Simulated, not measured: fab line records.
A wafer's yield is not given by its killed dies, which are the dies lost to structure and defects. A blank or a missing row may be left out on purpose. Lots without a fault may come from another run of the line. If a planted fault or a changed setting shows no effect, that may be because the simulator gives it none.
A struck lot beside a sound one || flow n5_finfet || 15 out of 1938 route steps
Sound: these wafers, L976.1, L976.5, L976.6. The struck wafers were L981.4, L981.6. The cause is named last.
Each step with rows lists, per side, the tool, then ch with its chambers, then its first start. Under that, the readings that differ: sound wafers || struck wafers || difference of the means || sigmas: that difference in standard deviations of wafers without a fault.
alike: same words and numbers on both sides, and readings whose means sit less than 2 such deviations apart. not compared: any withheld reading, any reading some wafer has no value for, any bound like >300 that may hide the same value, and any number with overlapping values for which the record gives no deviation.
Wherever a step has rows on one side only, a row that says differs or no value, or a row with sigmas, the two part there. Non-overlapping numbers with no deviation appear without sigmas and do not part them. A reading that every wafer of one side lacks parts them only if that side has two wafers or more.

first, 8 steps without rows for these wafers: N5_BEOL_M11_COAT_63 (time 60 s, resist thk 100 nm); N5_BEOL_M11_COAT_64 (time 60 s, resist thk 30 nm); N5_BEOL_M11_COAT_22 (resist thk 90 nm); N5_BEOL_M11_EBR_24; N5_BEOL_M11_SOFTBAKE_23 (time 60 s); N5_BEOL_M11_EXPOSE_25 (exposes mask V10); N5_BEOL_M11_PEB_26 (peb time 60 s); N5_BEOL_M11_DEVELOP_27 (develop time 30 s).
N5_BEOL_M11_CD_MEAS_28 targets a cd of 70 nm.
  sound on cd_sem-02 ch 0, day 11 02:22; struck on cd_sem-01 ch 0, day 17 02:39
  alike: cd_nm
N5_BEOL_M11_OVL_MEAS_29:
  sound on overlay-02 ch 0, day 11 02:23; struck on overlay-02 ch 0, day 17 02:40
  alike: V10_OVL
N5_BEOL_M11_INSPECT_30: inspects for defects (brightfield).
  sound on defect_inspect-01 at day 11 02:25; struck on defect_inspect-02 at day 17 02:42
  alike: raw_defect_count
N5_BEOL_M11_DESCUM_33: chemistry O2, time 7.9 s.
  sound on rie_diel-06 ch 0,1, day 11 02:27; struck on rie_diel-06 ch 2,3, day 17 02:44
  alike: bias_power_w, drypump_motor_current_A, oes_product_au, rf_fwd_power_W, rf_vpp_V, showerhead_plenum_p_Torr, throttle_valve_pct
  not compared: rf_hours_counter_h
N5_BEOL_M11_ETCH_65: etches SiARC in CF4, target depth 39 nm, time 65 s.
  sound on rie_diel-06 ch 0,1, day 11 02:29; struck on rie_diel-06 ch 2,3, day 17 02:46
{"reading": "etch_rf_on_time_s (s)", "sound": "67.9 65.6 67.4", "struck": "47.2 47.3", "difference": -19.7, "sigmas": -14}
  alike: drypump_motor_current_A, oes_product_au, rf_fwd_power_W, rf_vpp_V, showerhead_plenum_p_Torr, throttle_valve_pct
  not compared: rf_hours_counter_h
N5_BEOL_M11_ETCH_66: etches SOC in N2/H2, target depth 120 nm, overetch 24 nm, time 180 s.
  sound on rie_diel-06 ch 0,1, day 11 02:32; struck on rie_diel-06 ch 2,3, day 17 02:49
  alike: drypump_motor_current_A, oes_product_au, rf_fwd_power_W, rf_vpp_V, showerhead_plenum_p_Torr, throttle_valve_pct
  not compared: rf_hours_counter_h
N5_PASSIVATION_PROBE_49:
  the record holds rows for the sound wafers here (prober-02, day 12 14:51) but none for the struck ones

## WHERE THEY PART
Earliest at N5_BEOL_M11_ETCH_65; latest, in this record, at N5_PASSIVATION_PROBE_49.

WHY: what had been put in by the simulator
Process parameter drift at N5_BEOL_M11_ETCH_65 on rie_diel-06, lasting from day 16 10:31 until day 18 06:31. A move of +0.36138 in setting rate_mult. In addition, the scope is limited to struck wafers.
